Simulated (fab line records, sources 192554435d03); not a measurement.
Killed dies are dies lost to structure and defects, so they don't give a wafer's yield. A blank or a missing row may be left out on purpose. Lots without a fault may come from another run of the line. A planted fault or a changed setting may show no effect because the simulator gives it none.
Split-lot experiment | flow n5_finfet | 7 lots, 21 wafers read, on a route of 1938 steps

THE SPLIT
At N5_BEOL_M0_DEP_125 (deposits SiCN from 3MS/NH3, target thk 8 nm, time 14 s), the setting time_s was moved away from the recipe's 14 s on 10 of the 21 wafers read, by -13.1% to +14.9%. The other wafers ran this setting at the recipe's value.

The reading is taken at the split's own step.

THE READING
SiCN_of_BEOL_M0_DEP_125.thk_nm (the simulator's own value, which no gauge read), in nm, at N5_BEOL_M0_DEP_125 (deposits SiCN from 3MS/NH3, target thk 8 nm, time 14 s). The file gives no usual value for it. The 11 wafers here that ran the recipe average 8.0 nm, standard deviation 0.057 nm.

wafer  | tool, chamber at the split | time_s as run, s | against the recipe | SiCN_of_BEOL_M0_DEP_125.thk_nm, nm | against lot-mates on the recipe
L076.1 | pecvd-01, 2                | 14               | recipe             | 8                                  | -
L076.3 | pecvd-01, 1                | 12.99            | -7.2%              | 7.4                                | -0.6
L076.5 | pecvd-01, 2                | 12.99            | -7.2%              | 7.8                                | -0.2
L088.2 | pecvd-01, 0                | 14.59            | +4.2%              | 8.2                                | +0.2
L088.3 | pecvd-01, 0                | 14.59            | +4.2%              | 8.4                                | +0.4
L088.4 | pecvd-01, 1                | 14               | recipe             | 8                                  | -
L089.2 | pecvd-03, 2,1              | 14               | recipe             | 8                                  | -
L089.4 | pecvd-03, 2,1              | 14               | recipe             | 8                                  | -
L089.3 | pecvd-03, 1                | 15.16            | +8.3%              | 8.6                                | +0.6
L091.1 | pecvd-02, 1,0,1            | 14               | recipe             | 8                                  | -
L091.4 | pecvd-02, 1,0,1            | 14               | recipe             | 8                                  | -
L091.6 | pecvd-02, 1,0,1            | 14               | recipe             | 8                                  | -
L092.1 | pecvd-01, 0                | 15.64            | +11.7%             | 8.8                                | +0.8
L092.3 | pecvd-01, 1                | 15.64            | +11.7%             | 9                                  | +1.0
L092.6 | pecvd-01, 0                | 14               | recipe             | 8                                  | -
L095.1 | pecvd-03, 0                | 14               | recipe             | 8                                  | -
L095.4 | pecvd-03, 1                | 14               | recipe             | 8.2                                | -
L095.6 | pecvd-03, 0                | 16.08            | +14.9%             | 9.2                                | +1.1
L096.1 | pecvd-03, 1,2              | 12.17            | -13.1%             | 7                                  | -1.0
L096.3 | pecvd-03, 1,2              | 12.17            | -13.1%             | 7                                  | -1.0
L096.4 | pecvd-03, 2                | 14               | recipe             | 8                                  | -
Where a row lists several chambers, the file gives one row for several wafers and doesn't say which wafer went through which chamber.

THE FIT
A straight line over all 21 wafers: SiCN_of_BEOL_M0_DEP_125.thk_nm changes by +0.0746 nm for each +1% of time_s; r = +0.98; the points scatter about the line by 0.1 nm.
The same after taking each lot's own level away (the mean of its wafers on the recipe; 21 wafers): +0.0734 nm for each +1%; r = +0.98; scatter 0.097 nm.
On that fit, the largest move of time_s shifts the reading by 1.1 nm.
The lots' own levels span 8.00 to 8.10 nm, that is 1.7 times the standard deviation above.
So the lot-to-lot level changes the slope little: the two slopes agree.
Check: with one of the wafers moved furthest among these (+14.9%) left out of the fit, the line predicts +1.1 nm for it against its lot-mates. It came out at +1.1 nm against them.

OTHER SPLITS ON THESE WAFERS
These wafers also went through other splits before the reading. Each is held against what the fit with the lots' levels taken away leaves over:
other split on the same wafers    | wafers away from the commonest value | r with SiCN_of_BEOL_M0_DEP_125.thk_nm (lot level and that fit taken away)
N5_BEOL_M0_SAQP_HM_DEP_111 time_s | 3                                    | +0.05
N5_BEOL_M0_ETCH_128 source_w      | 6                                    | -0.10

THE FILE'S OWN FIT
SiCN_of_BEOL_M0_DEP_125.thk_nm changes by +0.0736 nm for each +1% of time_s, r = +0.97.
